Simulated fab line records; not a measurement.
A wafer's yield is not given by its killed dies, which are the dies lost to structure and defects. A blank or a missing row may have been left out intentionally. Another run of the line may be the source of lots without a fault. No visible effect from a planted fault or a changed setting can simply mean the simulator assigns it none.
fab line records || flow nand-harc || part 2 of 2: steps 27 to 39 of 39
[record] {"lots": 5, "wafers": 15, "last-day": 23}
route steps=1159 shown P_STI@87 P_GATE@110
lots with no fault: from the same line, run without faults
start-h: hours from the record's first day to the start of the lot's first wafer shown || wait-h: hours from the lot's prior step to this one || " same as the row above || L1.1+2: a single row standing in for several wafers || - no value, or no start was given || * or withheld: withheld || < > ~ a bound
route shown NAME@n: NAME is a module with steps in the file, n the number in the route of the first one || usual: average and standard deviation across the fault-free wafers || same: alike in all rows || chamber/n: place in a boat || sites: readings site by site || _std_site: standard deviation of those values || _edge_site: outer sites' mean less inner sites' || radius-mm: how far each site lies from the wafer's centre || mask NAME#n: copy n || behind: the most recent tool/chamber to have shaped the wafer || hold: the reason the lot was held/the length of the hold in hours/how it ended || device: whichever transistor did not switch (one of n, p or np) || end of line: tests run on the same wafers once the route is complete || a step without rows: its recipe alone || killed: count of dies lost to structure and defects at first sort (not the wafer's yield) || map: dies across one wafer; x = killed, . = not, _ = none there
set.NAME: the run value of the setting; set.NAME@STEP: its run value at that earlier step || model.NAME: the simulator's own value behind a step, which no gauge read
a table for each step, a row for each wafer; lots at some steps of the route
services: from which hour (start-h, from the record's first day; less than 0 if before it) a tool's chamber was out of use, for how many hours, and why
[[steps]]
[step NHARC_P_GATE_DEHYDRATE_03]
[recipe] {"temp-c": 150, "time-s": 120}
[usual] {"heater-power-total-W": "182.4/1.2"}
[same] {"time-s": 120}
{"lot.wafer": "L074.2", "tool": "litho-track-07", "chamber": 0, "start-h": 68.49, "wait-h": 0.4, "heater-power-total-W": 181.9}
{"lot.wafer": "L074.4", "tool": "litho-track-07", "chamber": 0, "start-h": 68.49, "wait-h": 0.4, "heater-power-total-W": 184.5}
{"lot.wafer": "L074.6", "tool": "litho-track-07", "chamber": 0, "start-h": 68.49, "wait-h": 0.4, "heater-power-total-W": 181.4}
{"lot.wafer": "L083.2", "tool": "litho-track-05", "chamber": 0, "start-h": 131.82, "wait-h": 0.4, "heater-power-total-W": 184.8}
{"lot.wafer": "L083.3", "tool": "litho-track-05", "chamber": 0, "start-h": 131.82, "wait-h": 0.4, "heater-power-total-W": 182.6}
{"lot.wafer": "L083.4", "tool": "litho-track-05", "chamber": 0, "start-h": 131.82, "wait-h": 0.4, "heater-power-total-W": 183.1}
{"lot.wafer": "L087.3", "tool": "litho-track-03", "chamber": 0, "start-h": 150.91, "wait-h": 0.4, "heater-power-total-W": 183.5}
{"lot.wafer": "L087.4", "tool": "litho-track-03", "chamber": 0, "start-h": 150.91, "wait-h": 0.4, "heater-power-total-W": 181.8}
{"lot.wafer": "L087.5", "tool": "litho-track-03", "chamber": 0, "start-h": 150.91, "wait-h": 0.4, "heater-power-total-W": 181.8}
{"lot.wafer": "L090.3", "tool": "litho-track-07", "chamber": 0, "start-h": 164.21, "wait-h": 0.4, "heater-power-total-W": 184.7}
{"lot.wafer": "L090.4", "tool": "litho-track-07", "chamber": 0, "start-h": 164.21, "wait-h": 0.4, "heater-power-total-W": 184.6}
{"lot.wafer": "L090.5", "tool": "litho-track-07", "chamber": 0, "start-h": 164.21, "wait-h": 0.4, "heater-power-total-W": 181.4}
{"lot.wafer": "L092.1", "tool": "litho-track-03", "chamber": 0, "start-h": 181.32, "wait-h": 0.4, "heater-power-total-W": 180.5}
{"lot.wafer": "L092.3", "tool": "litho-track-03", "chamber": 0, "start-h": 181.32, "wait-h": 0.4, "heater-power-total-W": 183.7}
{"lot.wafer": "L092.6", "tool": "litho-track-03", "chamber": 0, "start-h": 181.32, "wait-h": 0.4, "heater-power-total-W": 184.1}
[step NHARC_P_GATE_HMDS_04]
[recipe] {"time-s": 30}
[same] {"time-s": 30}
{"lot.wafer": "L074.2+4+6", "tool": "litho-track-07", "chamber": 0, "start-h": "-", "wait-h": "-"}
{"lot.wafer": "L083.2+3+4", "tool": "litho-track-05", "chamber": 0, "start-h": "-", "wait-h": "-"}
{"lot.wafer": "L087.3+4+5", "tool": "litho-track-03", "chamber": 0, "start-h": "-", "wait-h": "-"}
{"lot.wafer": "L090.3+4+5", "tool": "litho-track-07", "chamber": 0, "start-h": "-", "wait-h": "-"}
{"lot.wafer": "L092.1+3+6", "tool": "litho-track-03", "chamber": 0, "start-h": "-", "wait-h": "-"}
[step NHARC_P_GATE_COAT_05]
[recipe] {"spin-rpm": 4690}
{"lot.wafer": "L074.2+4+6", "tool": "litho-track-07", "chamber": 0, "start-h": "-", "wait-h": "-"}
{"lot.wafer": "L083.2+3+4", "tool": "litho-track-05", "chamber": 0, "start-h": "-", "wait-h": "-"}
{"lot.wafer": "L087.3+4+5", "tool": "litho-track-03", "chamber": 0, "start-h": "-", "wait-h": "-"}
{"lot.wafer": "L090.3+4+5", "tool": "litho-track-07", "chamber": 0, "start-h": "-", "wait-h": "-"}
{"lot.wafer": "L092.1+3+6", "tool": "litho-track-03", "chamber": 0, "start-h": "-", "wait-h": "-"}
[step NHARC_P_GATE_SOFTBAKE_06]
[recipe] {"temp-c": 122, "time-s": 95}
[usual] {"heater-power-total-W": "160.1/0.43"}
[same] {"time-s": 95}
{"lot.wafer": "L074.2", "tool": "litho-track-07", "chamber": 0, "start-h": "-", "wait-h": "-", "heater-power-total-W": 159.4}
{"lot.wafer": "L074.4", "tool": "litho-track-07", "chamber": 0, "start-h": "-", "wait-h": "-", "heater-power-total-W": 160.4}
{"lot.wafer": "L074.6", "tool": "litho-track-07", "chamber": 0, "start-h": "-", "wait-h": "-", "heater-power-total-W": 159.9}
{"lot.wafer": "L083.2", "tool": "litho-track-05", "chamber": 0, "start-h": "-", "wait-h": "-", "heater-power-total-W": 159.3}
{"lot.wafer": "L083.3", "tool": "litho-track-05", "chamber": 0, "start-h": "-", "wait-h": "-", "heater-power-total-W": 160.7}
{"lot.wafer": "L083.4", "tool": "litho-track-05", "chamber": 0, "start-h": "-", "wait-h": "-", "heater-power-total-W": 160.5}
{"lot.wafer": "L087.3", "tool": "litho-track-03", "chamber": 0, "start-h": "-", "wait-h": "-", "heater-power-total-W": 160.2}
{"lot.wafer": "L087.4", "tool": "litho-track-03", "chamber": 0, "start-h": "-", "wait-h": "-", "heater-power-total-W": 159.4}
{"lot.wafer": "L087.5", "tool": "litho-track-03", "chamber": 0, "start-h": "-", "wait-h": "-", "heater-power-total-W": 160.6}
{"lot.wafer": "L090.3", "tool": "litho-track-07", "chamber": 0, "start-h": "-", "wait-h": "-", "heater-power-total-W": 160.2}
{"lot.wafer": "L090.4", "tool": "litho-track-07", "chamber": 0, "start-h": "-", "wait-h": "-", "heater-power-total-W": 160.5}
{"lot.wafer": "L090.5", "tool": "litho-track-07", "chamber": 0, "start-h": "-", "wait-h": "-", "heater-power-total-W": 159.3}
{"lot.wafer": "L092.1", "tool": "litho-track-03", "chamber": 0, "start-h": "-", "wait-h": "-", "heater-power-total-W": 159.9}
{"lot.wafer": "L092.3", "tool": "litho-track-03", "chamber": 0, "start-h": "-", "wait-h": "-", "heater-power-total-W": 160.5}
{"lot.wafer": "L092.6", "tool": "litho-track-03", "chamber": 0, "start-h": "-", "wait-h": "-", "heater-power-total-W": 159.9}
[step NHARC_P_GATE_EBR_07]
{"lot.wafer": "L074.2+4+6", "tool": "litho-track-07", "chamber": 0, "start-h": "-", "wait-h": "-"}
{"lot.wafer": "L083.2+3+4", "tool": "litho-track-05", "chamber": 0, "start-h": "-", "wait-h": "-"}
{"lot.wafer": "L087.3+4+5", "tool": "litho-track-03", "chamber": 0, "start-h": "-", "wait-h": "-"}
{"lot.wafer": "L090.3+4+5", "tool": "litho-track-07", "chamber": 0, "start-h": "-", "wait-h": "-"}
{"lot.wafer": "L092.1+3+6", "tool": "litho-track-03", "chamber": 0, "start-h": "-", "wait-h": "-"}
[step NHARC_P_GATE_EXPOSE_08]
[recipe] {"na": 0.6, "dose-mj": 16.75, "mask-id": "P_HV"}
[usual] {"focus-offset-nm": "-0.1/0.57", "reticle-temp-C": "23.02/0.096"}
{"lot.wafer": "L074.2", "tool": "krf-scanner-01", "chamber": 0, "start-h": 68.92, "wait-h": "-", "mask": "P_HV#0", "focus-offset-nm": 0.1, "reticle-temp-C": 22.98}
{"lot.wafer": "L074.4", "tool": "krf-scanner-01", "chamber": 0, "start-h": 68.92, "wait-h": "-", "mask": "P_HV#0", "focus-offset-nm": -0.6, "reticle-temp-C": 22.86}
{"lot.wafer": "L074.6", "tool": "krf-scanner-01", "chamber": 0, "start-h": 68.92, "wait-h": "-", "mask": "P_HV#0", "focus-offset-nm": 0.2, "reticle-temp-C": 22.76}
{"lot.wafer": "L083.2", "tool": "krf-scanner-01", "chamber": 0, "start-h": 132.09, "wait-h": "-", "mask": "P_HV#0", "focus-offset-nm": -0.1, "reticle-temp-C": 23.04}
{"lot.wafer": "L083.3", "tool": "krf-scanner-01", "chamber": 0, "start-h": 132.09, "wait-h": "-", "mask": "P_HV#0", "focus-offset-nm": 0.4, "reticle-temp-C": 23.15}
{"lot.wafer": "L083.4", "tool": "krf-scanner-01", "chamber": 0, "start-h": 132.09, "wait-h": "-", "mask": "P_HV#0", "focus-offset-nm": -0.7, "reticle-temp-C": 23.31}
{"lot.wafer": "L087.3", "tool": "krf-scanner-03", "chamber": 0, "start-h": 151.28, "wait-h": "-", "mask": "P_HV#0", "focus-offset-nm": -0.7, "reticle-temp-C": 22.87}
{"lot.wafer": "L087.4", "tool": "krf-scanner-03", "chamber": 0, "start-h": 151.28, "wait-h": "-", "mask": "P_HV#0", "focus-offset-nm": -0.2, "reticle-temp-C": 22.83}
{"lot.wafer": "L087.5", "tool": "krf-scanner-03", "chamber": 0, "start-h": 151.28, "wait-h": "-", "mask": "P_HV#0", "focus-offset-nm": 0.1, "reticle-temp-C": 23.02}
{"lot.wafer": "L090.3", "tool": "krf-scanner-01", "chamber": 0, "start-h": 164.50, "wait-h": "-", "mask": "P_HV#0", "focus-offset-nm": -0.3, "reticle-temp-C": 22.87}
{"lot.wafer": "L090.4", "tool": "krf-scanner-01", "chamber": 0, "start-h": 164.50, "wait-h": "-", "mask": "P_HV#0", "focus-offset-nm": -0.4, "reticle-temp-C": 22.96}
{"lot.wafer": "L090.5", "tool": "krf-scanner-01", "chamber": 0, "start-h": 164.50, "wait-h": "-", "mask": "P_HV#0", "focus-offset-nm": -0.4, "reticle-temp-C": 23.03}
{"lot.wafer": "L092.1", "tool": "krf-scanner-03", "chamber": 0, "start-h": 181.47, "wait-h": "-", "mask": "P_HV#0", "focus-offset-nm": -0.1, "reticle-temp-C": 23.10}
{"lot.wafer": "L092.3", "tool": "krf-scanner-03", "chamber": 0, "start-h": 181.47, "wait-h": "-", "mask": "P_HV#0", "focus-offset-nm": -0.9, "reticle-temp-C": 23.01}
{"lot.wafer": "L092.6", "tool": "krf-scanner-03", "chamber": 0, "start-h": 181.47, "wait-h": "-", "mask": "P_HV#0", "focus-offset-nm": -0.8, "reticle-temp-C": 23.08}
[step NHARC_P_GATE_PEB_09]
[recipe] {"peb-temp-c": 118, "peb-time-s": 85}
[usual] {"heater-power-total-W": "163.96/0.27"}
{"lot.wafer": "L074.2", "tool": "litho-track-03", "chamber": 0, "start-h": 68.99, "wait-h": 0.1, "heater-power-total-W": 163.93}
{"lot.wafer": "L074.4", "tool": "litho-track-03", "chamber": 0, "start-h": 68.99, "wait-h": 0.1, "heater-power-total-W": 163.67}
{"lot.wafer": "L074.6", "tool": "litho-track-03", "chamber": 0, "start-h": 68.99, "wait-h": 0.1, "heater-power-total-W": 164.01}
{"lot.wafer": "L083.2", "tool": "litho-track-07", "chamber": 0, "start-h": 132.16, "wait-h": 0.1, "heater-power-total-W": 163.59}
{"lot.wafer": "L083.3", "tool": "litho-track-07", "chamber": 0, "start-h": 132.16, "wait-h": 0.1, "heater-power-total-W": 164.22}
{"lot.wafer": "L083.4", "tool": "litho-track-07", "chamber": 0, "start-h": 132.16, "wait-h": 0.1, "heater-power-total-W": 163.99}
{"lot.wafer": "L087.3", "tool": "litho-track-05", "chamber": 0, "start-h": 151.34, "wait-h": 0.1, "heater-power-total-W": 163.70}
{"lot.wafer": "L087.4", "tool": "litho-track-05", "chamber": 0, "start-h": 151.34, "wait-h": 0.1, "heater-power-total-W": 163.64}
{"lot.wafer": "L087.5", "tool": "litho-track-05", "chamber": 0, "start-h": 151.34, "wait-h": 0.1, "heater-power-total-W": 164.33}
{"lot.wafer": "L090.3", "tool": "litho-track-05", "chamber": 0, "start-h": 164.56, "wait-h": 0.1, "heater-power-total-W": 164.44}
{"lot.wafer": "L090.4", "tool": "litho-track-05", "chamber": 0, "start-h": 164.56, "wait-h": 0.1, "heater-power-total-W": 164.20}
{"lot.wafer": "L090.5", "tool": "litho-track-05", "chamber": 0, "start-h": 164.56, "wait-h": 0.1, "heater-power-total-W": 163.71}
{"lot.wafer": "L092.1", "tool": "litho-track-07", "chamber": 0, "start-h": 181.53, "wait-h": 0.1, "heater-power-total-W": 163.81}
{"lot.wafer": "L092.3", "tool": "litho-track-07", "chamber": 0, "start-h": 181.53, "wait-h": 0.1, "heater-power-total-W": 163.62}
{"lot.wafer": "L092.6", "tool": "litho-track-07", "chamber": 0, "start-h": 181.53, "wait-h": 0.1, "heater-power-total-W": 164.32}
[step NHARC_P_GATE_DEVELOP_10]
[recipe] {"time-s": 70}
[same] {"time-s": 70}
{"lot.wafer": "L074.2+4+6", "tool": "litho-track-03", "chamber": 0, "start-h": "-", "wait-h": "-"}
{"lot.wafer": "L083.2+3+4", "tool": "litho-track-07", "chamber": 0, "start-h": "-", "wait-h": "-"}
{"lot.wafer": "L087.3+4+5", "tool": "litho-track-05", "chamber": 0, "start-h": "-", "wait-h": "-"}
{"lot.wafer": "L090.3+4+5", "tool": "litho-track-05", "chamber": 0, "start-h": "-", "wait-h": "-"}
{"lot.wafer": "L092.1+3+6", "tool": "litho-track-07", "chamber": 0, "start-h": "-", "wait-h": "-"}
[step NHARC_P_GATE_CD_MEAS_11]
[recipe] {"target-cd-nm": 1640, "landing-energy-ev": 500}
[usual] {"cd-nm": "1638.6/2.5"}
{"lot.wafer": "L074.2", "tool": "cd-sem-03", "chamber": 0, "start-h": 69.08, "wait-h": "-", "cd-nm": 1638.9}
{"lot.wafer": "L074.4", "tool": "cd-sem-03", "chamber": 0, "start-h": 69.08, "wait-h": "-", "cd-nm": 1639.0}
{"lot.wafer": "L074.6", "tool": "cd-sem-03", "chamber": 0, "start-h": 69.08, "wait-h": "-", "cd-nm": 1640.3}
{"lot.wafer": "L083.2", "tool": "cd-sem-02", "chamber": 0, "start-h": 132.26, "wait-h": "-", "cd-nm": 1635.1}
{"lot.wafer": "L083.3", "tool": "cd-sem-02", "chamber": 0, "start-h": 132.26, "wait-h": "-", "cd-nm": 1636.5}
{"lot.wafer": "L083.4", "tool": "cd-sem-02", "chamber": 0, "start-h": 132.26, "wait-h": "-", "cd-nm": 1637.7}
{"lot.wafer": "L087.3", "tool": "cd-sem-01", "chamber": 0, "start-h": 151.43, "wait-h": "-", "cd-nm": 1641.6}
{"lot.wafer": "L087.4", "tool": "cd-sem-01", "chamber": 0, "start-h": 151.43, "wait-h": "-", "cd-nm": 1642.4}
{"lot.wafer": "L087.5", "tool": "cd-sem-01", "chamber": 0, "start-h": 151.43, "wait-h": "-", "cd-nm": 1640.5}
{"lot.wafer": "L090.3", "tool": "cd-sem-03", "chamber": 0, "start-h": 164.65, "wait-h": "-", "cd-nm": 1642.1}
{"lot.wafer": "L090.4", "tool": "cd-sem-03", "chamber": 0, "start-h": 164.65, "wait-h": "-", "cd-nm": 1641.7}
{"lot.wafer": "L090.5", "tool": "cd-sem-03", "chamber": 0, "start-h": 164.65, "wait-h": "-", "cd-nm": 1638.8}
{"lot.wafer": "L092.1", "tool": "cd-sem-03", "chamber": 0, "start-h": 181.62, "wait-h": "-", "cd-nm": 1636.1}
{"lot.wafer": "L092.3", "tool": "cd-sem-03", "chamber": 0, "start-h": 181.62, "wait-h": "-", "cd-nm": 1632.2}
{"lot.wafer": "L092.6", "tool": "cd-sem-03", "chamber": 0, "start-h": 181.62, "wait-h": "-", "cd-nm": 1634.5}
[step NHARC_P_GATE_HARDBAKE_12]
[recipe] {"temp-c": 125, "time-s": 80}
[usual] {"heater-power-total-W": "184.1/0.72"}
[same] {"time-s": 80}
{"lot.wafer": "L074.2", "tool": "litho-track-05", "chamber": 0, "start-h": 69.16, "wait-h": "-", "heater-power-total-W": 184.4}
{"lot.wafer": "L074.4", "tool": "litho-track-05", "chamber": 0, "start-h": 69.16, "wait-h": "-", "heater-power-total-W": 184.2}
{"lot.wafer": "L074.6", "tool": "litho-track-05", "chamber": 0, "start-h": 69.16, "wait-h": "-", "heater-power-total-W": 184.8}
{"lot.wafer": "L083.2", "tool": "litho-track-03", "chamber": 0, "start-h": 132.34, "wait-h": "-", "heater-power-total-W": 183.3}
{"lot.wafer": "L083.3", "tool": "litho-track-03", "chamber": 0, "start-h": 132.34, "wait-h": "-", "heater-power-total-W": 183.4}
{"lot.wafer": "L083.4", "tool": "litho-track-03", "chamber": 0, "start-h": 132.34, "wait-h": "-", "heater-power-total-W": 184.5}
{"lot.wafer": "L087.3", "tool": "litho-track-03", "chamber": 0, "start-h": 151.51, "wait-h": "-", "heater-power-total-W": 184.4}
{"lot.wafer": "L087.4", "tool": "litho-track-03", "chamber": 0, "start-h": 151.51, "wait-h": "-", "heater-power-total-W": 183.3}
{"lot.wafer": "L087.5", "tool": "litho-track-03", "chamber": 0, "start-h": 151.51, "wait-h": "-", "heater-power-total-W": 185.0}
{"lot.wafer": "L090.3", "tool": "litho-track-05", "chamber": 0, "start-h": 164.73, "wait-h": "-", "heater-power-total-W": 183.3}
{"lot.wafer": "L090.4", "tool": "litho-track-05", "chamber": 0, "start-h": 164.73, "wait-h": "-", "heater-power-total-W": 182.8}
{"lot.wafer": "L090.5", "tool": "litho-track-05", "chamber": 0, "start-h": 164.73, "wait-h": "-", "heater-power-total-W": 183.7}
{"lot.wafer": "L092.1", "tool": "litho-track-03", "chamber": 0, "start-h": 181.70, "wait-h": "-", "heater-power-total-W": 182.8}
{"lot.wafer": "L092.3", "tool": "litho-track-03", "chamber": 0, "start-h": 181.70, "wait-h": "-", "heater-power-total-W": 184.5}
{"lot.wafer": "L092.6", "tool": "litho-track-03", "chamber": 0, "start-h": 181.70, "wait-h": "-", "heater-power-total-W": 184.9}
[step NHARC_P_GATE_DESCUM_13]
[recipe] {"time-s": 3, "o2-flow-sccm": 200, "ar-flow-sccm": 0, "bias-power-w": 0, "chemistry": "O2"}
[usual] {"drypump-motor-current-A": "5.7/0.39", "oes-product-au": "1.004/0.013", "rf-vpp-V": "58.0/0.93", "showerhead-plenum-p-Torr": "1.95/0.078", "throttle-valve-pct": "11.312/0.0089"}
[same] {"time-s": 3}
{"lot.wafer": "L074.4", "tool": "rie-diel-13", "chamber": 1, "start-h": 69.25, "wait-h": "-", "drypump-motor-current-A": 5.6, "oes-product-au": 1.002, "rf-hours-counter-h": 49, "rf-vpp-V": 57.9, "showerhead-plenum-p-Torr": 2.04, "throttle-valve-pct": 11.290}
{"lot.wafer": "L074.2", "tool": "rie-diel-13", "chamber": 2, "start-h": 69.25, "wait-h": "-", "drypump-motor-current-A": 6.0, "oes-product-au": 1.025, "rf-hours-counter-h": 44, "rf-vpp-V": 58.5, "showerhead-plenum-p-Torr": 2.04, "throttle-valve-pct": 11.312}
{"lot.wafer": "L074.6", "tool": "rie-diel-13", "chamber": 0, "start-h": 69.25, "wait-h": "-", "drypump-motor-current-A": 5.6, "oes-product-au": 1.011, "rf-hours-counter-h": "-", "rf-vpp-V": 56.6, "showerhead-plenum-p-Torr": 1.77, "throttle-valve-pct": 11.313}
{"lot.wafer": "L083.3", "tool": "rie-diel-07", "chamber": 3, "start-h": 132.42, "wait-h": "-", "drypump-motor-current-A": 5.8, "oes-product-au": 1.026, "rf-hours-counter-h": 25, "rf-vpp-V": 58.1, "showerhead-plenum-p-Torr": 1.97, "throttle-valve-pct": 11.307}
{"lot.wafer": "L083.2", "tool": "rie-diel-07", "chamber": 1, "start-h": 132.42, "wait-h": "-", "drypump-motor-current-A": 6.0, "oes-product-au": 0.997, "rf-hours-counter-h": 25, "rf-vpp-V": 57.5, "showerhead-plenum-p-Torr": 1.94, "throttle-valve-pct": 11.307}
{"lot.wafer": "L083.4", "tool": "rie-diel-07", "chamber": 2, "start-h": 132.42, "wait-h": "-", "drypump-motor-current-A": 5.9, "oes-product-au": 1.008, "rf-hours-counter-h": 26, "rf-vpp-V": 58.9, "showerhead-plenum-p-Torr": 1.93, "throttle-valve-pct": 11.323}
{"lot.wafer": "L087.4", "tool": "rie-diel-13", "chamber": 2, "start-h": 151.59, "wait-h": "-", "drypump-motor-current-A": 6.0, "oes-product-au": 1.005, "rf-hours-counter-h": 14, "rf-vpp-V": 58.0, "showerhead-plenum-p-Torr": 2.03, "throttle-valve-pct": 11.290}
{"lot.wafer": "L087.3", "tool": "rie-diel-13", "chamber": 3, "start-h": 151.59, "wait-h": "-", "drypump-motor-current-A": 5.6, "oes-product-au": 1.019, "rf-hours-counter-h": 13, "rf-vpp-V": 58.4, "showerhead-plenum-p-Torr": 2.03, "throttle-valve-pct": 11.330}
{"lot.wafer": "L087.5", "tool": "rie-diel-13", "chamber": 3, "start-h": 151.59, "wait-h": "-", "drypump-motor-current-A": 5.6, "oes-product-au": 1.012, "rf-hours-counter-h": "-", "rf-vpp-V": 58.3, "showerhead-plenum-p-Torr": 2.03, "throttle-valve-pct": 11.301}
{"lot.wafer": "L090.4", "tool": "rie-diel-07", "chamber": 2, "start-h": 164.81, "wait-h": "-", "drypump-motor-current-A": 5.9, "oes-product-au": 1.012, "rf-hours-counter-h": 38, "rf-vpp-V": 58.2, "showerhead-plenum-p-Torr": 1.93, "throttle-valve-pct": 11.303}
{"lot.wafer": "L090.3", "tool": "rie-diel-07", "chamber": 1, "start-h": 164.81, "wait-h": "-", "drypump-motor-current-A": 6.1, "oes-product-au": 1.005, "rf-hours-counter-h": 38, "rf-vpp-V": 57.2, "showerhead-plenum-p-Torr": 1.93, "throttle-valve-pct": 11.310}
{"lot.wafer": "L090.5", "tool": "rie-diel-07", "chamber": 3, "start-h": 164.81, "wait-h": "-", "drypump-motor-current-A": 5.8, "oes-product-au": 1.028, "rf-hours-counter-h": "-", "rf-vpp-V": 58.5, "showerhead-plenum-p-Torr": 1.96, "throttle-valve-pct": 11.314}
{"lot.wafer": "L092.1", "tool": "rie-diel-05", "chamber": 3, "start-h": 181.80, "wait-h": "-", "drypump-motor-current-A": 5.4, "oes-product-au": 1.007, "rf-hours-counter-h": 2, "rf-vpp-V": 57.0, "showerhead-plenum-p-Torr": 1.91, "throttle-valve-pct": 11.329}
{"lot.wafer": "L092.3", "tool": "rie-diel-05", "chamber": 1, "start-h": 181.80, "wait-h": "-", "drypump-motor-current-A": 5.2, "oes-product-au": 0.996, "rf-hours-counter-h": 3, "rf-vpp-V": 58.9, "showerhead-plenum-p-Torr": 1.97, "throttle-valve-pct": 11.312}
{"lot.wafer": "L092.6", "tool": "rie-diel-05", "chamber": 3, "start-h": 181.80, "wait-h": "-", "drypump-motor-current-A": 5.4, "oes-product-au": 1.010, "rf-hours-counter-h": "-", "rf-vpp-V": 56.5, "showerhead-plenum-p-Torr": 1.91, "throttle-valve-pct": 11.305}
[step NHARC_P_GATE_ETCH_14]
[recipe] {"target-depth-a": 488, "chemistry": "dHF", "material": "SiO2"}
{"lot.wafer": "L074.4+6+2", "tool": "wet-bench-06", "chamber": "3,4,5", "start-h": 69.38, "wait-h": 0.1}
{"lot.wafer": "L083.3+4+2", "tool": "wet-bench-03", "chamber": "7,2,3", "start-h": 132.56, "wait-h": 0.1}
{"lot.wafer": "L087.3+4+5", "tool": "wet-bench-06", "chamber": "2,4,5", "start-h": 151.76, "wait-h": 0.2}
{"lot.wafer": "L090.5+3+4", "tool": "wet-bench-06", "chamber": "7,0,1", "start-h": 164.95, "wait-h": 0.1}
{"lot.wafer": "L092.1+3+6", "tool": "wet-bench-03", "chamber": "0,2,3", "start-h": 181.94, "wait-h": 0.1}
[step NHARC_P_GATE_STRIP_15]
[recipe] {"time-s": 780, "temp-c": 130, "chemistry": "SPM"}
[same] {"time-s": 780}
{"lot.wafer": "L074.4+6+2", "tool": "wet-bench-06", "chamber": "3,4,5", "start-h": 69.42, "wait-h": 0.0}
{"lot.wafer": "L083.3+4+2", "tool": "wet-bench-03", "chamber": "7,2,3", "start-h": 132.60, "wait-h": 0.0}
{"lot.wafer": "L087.3+4+5", "tool": "wet-bench-06", "chamber": "2,4,5", "start-h": 151.80, "wait-h": 0.0}
{"lot.wafer": "L090.5+3+4", "tool": "wet-bench-06", "chamber": "7,0,1", "start-h": 164.99, "wait-h": 0.0}
{"lot.wafer": "L092.1+3+6", "tool": "wet-bench-03", "chamber": "0,2,3", "start-h": 181.98, "wait-h": 0.0}
[[services]]
{"tool": "litho-track-07", "chamber": "-", "start-h": 14.00, "hours": 7.0, "kind": "pm"}
{"tool": "rie-diel-12", "chamber": "-", "start-h": 15.23, "hours": 1.2, "kind": "repair"}
{"tool": "rie-diel-12", "chamber": "-", "start-h": 25.42, "hours": 9.0, "kind": "pm"}
{"tool": "wet-bench-04", "chamber": "-", "start-h": 28.52, "hours": 1.1, "kind": "repair"}
{"tool": "litho-track-03", "chamber": "-", "start-h": 38.00, "hours": 7.0, "kind": "pm"}
{"tool": "wet-bench-09", "chamber": "-", "start-h": 52.07, "hours": 3.5, "kind": "repair"}
{"tool": "rie-diel-10", "chamber": 0, "start-h": 53.55, "hours": 4.6, "kind": "repair"}
{"tool": "rie-diel-10", "chamber": 1, "start-h": 56.57, "hours": 5.7, "kind": "repair"}
{"tool": "litho-track-05", "chamber": "-", "start-h": 62.00, "hours": 7.0, "kind": "pm"}
{"tool": "krf-scanner-01", "chamber": "-", "start-h": 79.67, "hours": 1.3, "kind": "repair"}
{"tool": "krf-scanner-01", "chamber": "-", "start-h": 84.00, "hours": 4.0, "kind": "pm"}
{"tool": "rie-diel-12", "chamber": 3, "start-h": 94.92, "hours": 20.1, "kind": "repair"}
{"tool": "wet-bench-07", "chamber": "-", "start-h": 96.09, "hours": 8.0, "kind": "pm"}
{"tool": "hdpcvd-01", "chamber": "-", "start-h": 111.00, "hours": 13.0, "kind": "pm"}
{"tool": "wet-bench-09", "chamber": "-", "start-h": 112.88, "hours": 8.0, "kind": "pm"}
{"tool": "rie-diel-10", "chamber": 0, "start-h": 114.16, "hours": 16.0, "kind": "repair"}
{"tool": "rie-diel-12", "chamber": 1, "start-h": 122.14, "hours": 21.0, "kind": "repair"}
{"tool": "wet-bench-06", "chamber": "-", "start-h": 129.60, "hours": 8.0, "kind": "pm"}
{"tool": "rie-diel-12", "chamber": "-", "start-h": 138.51, "hours": 0.4, "kind": "repair"}
{"tool": "wet-bench-03", "chamber": "-", "start-h": 146.40, "hours": 8.0, "kind": "pm"}
{"tool": "wet-bench-04", "chamber": "-", "start-h": 153.26, "hours": 1.2, "kind": "repair"}
{"tool": "wet-bench-04", "chamber": "-", "start-h": 163.20, "hours": 8.0, "kind": "pm"}
{"tool": "rie-diel-10", "chamber": "-", "start-h": 176.61, "hours": 9.0, "kind": "pm"}
{"tool": "wet-bench-02", "chamber": "-", "start-h": 180.00, "hours": 8.0, "kind": "pm"}
